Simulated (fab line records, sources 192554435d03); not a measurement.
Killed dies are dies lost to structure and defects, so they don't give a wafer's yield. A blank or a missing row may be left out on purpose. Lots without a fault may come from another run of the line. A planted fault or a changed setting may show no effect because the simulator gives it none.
One fault seen from 2 desks | flow n5_finfet | each desk has only its own numbers; what lay behind them comes last

THE METROLOGY DESK
What the gauges read, lot by lot, whatever tool the lot ran on: means of the sampled wafers that have a number. A lot is out of limits, marked OUT, if its mean lies more than 4 standard deviations from the usual mean; the brackets give that distance.
Columns: A = trench_depth_nm at N5_BEOL_M5_OCD_MEAS_38, usual 71.0 nm; B = M5_THK at N5_BEOL_M5_THK_MEAS_53, usual 63.1 nm; C = M5_RS at N5_BEOL_M5_RS_MEAS_57, usual 0.389 ohm/sq
lot  | first seen here | A    | B    | C
L550 | day 8 17:01     | 71.1 | 63.2 | 0.383
L559 | day 11 07:35    | 73.0 | 66.3 | 0.369
L560 | day 11 07:59    | 72.8 | 65.6 | 0.374
L563 | day 12 03:02    | 72.3 | 64.5 | 0.374
This desk's finding: nothing out of limits on any of the 4 lots.

THE TOOL OWNER'S DESK: rie_diel-02
The tool's own readings at N5_BEOL_M5_TRENCH_ETCH_37 (etches SiCOH lowk in C4F6/O2, target depth 71.652 nm, time 24.7 s): means of the sampled wafers that have a number, for each lot that ran on this tool. A lot is out of limits, marked OUT, if its mean lies more than 4 standard deviations from the usual mean; the brackets give that distance. Of its 8 readings 7 are shown: those that lie furthest out on some lot.
Columns: A = O2_flow_sccm at N5_BEOL_M5_TRENCH_ETCH_37, usual 10.002 sccm; B = chamber_pressure_mTorr at N5_BEOL_M5_TRENCH_ETCH_37, usual 30.002 mTorr; C = drypump_motor_current_A at N5_BEOL_M5_TRENCH_ETCH_37, usual 5.9 A; D = rf_vpp_V at N5_BEOL_M5_TRENCH_ETCH_37, usual 662 V; E = run_length_s at N5_BEOL_M5_TRENCH_ETCH_37, usual 48.1 s; F = showerhead_plenum_p_Torr at N5_BEOL_M5_TRENCH_ETCH_37, usual 2.85 Torr; G = throttle_valve_pct at N5_BEOL_M5_TRENCH_ETCH_37, usual 20.84 %
lot  | first seen here | A      | B      | C   | D   | E    | F    | G
L550 | day 8 16:51     | 9.992  | 29.976 | 5.8 | 664 | 48.2 | 2.89 | 20.93
L559 | day 11 07:26    | 10.003 | 29.995 | 5.6 | 658 | 49.1 | 2.85 | 21.00
L560 | day 11 07:50    | 10.030 | 29.982 | 5.4 | 652 | 49.1 | 2.86 | 20.87
This desk's finding: nothing out of limits on any of the 3 lots.

PUT TOGETHER
The metrology desk saw nothing out of limits.
The tool owner's desk saw nothing out of limits.

WHAT THE SIMULATOR HAD PUT IN
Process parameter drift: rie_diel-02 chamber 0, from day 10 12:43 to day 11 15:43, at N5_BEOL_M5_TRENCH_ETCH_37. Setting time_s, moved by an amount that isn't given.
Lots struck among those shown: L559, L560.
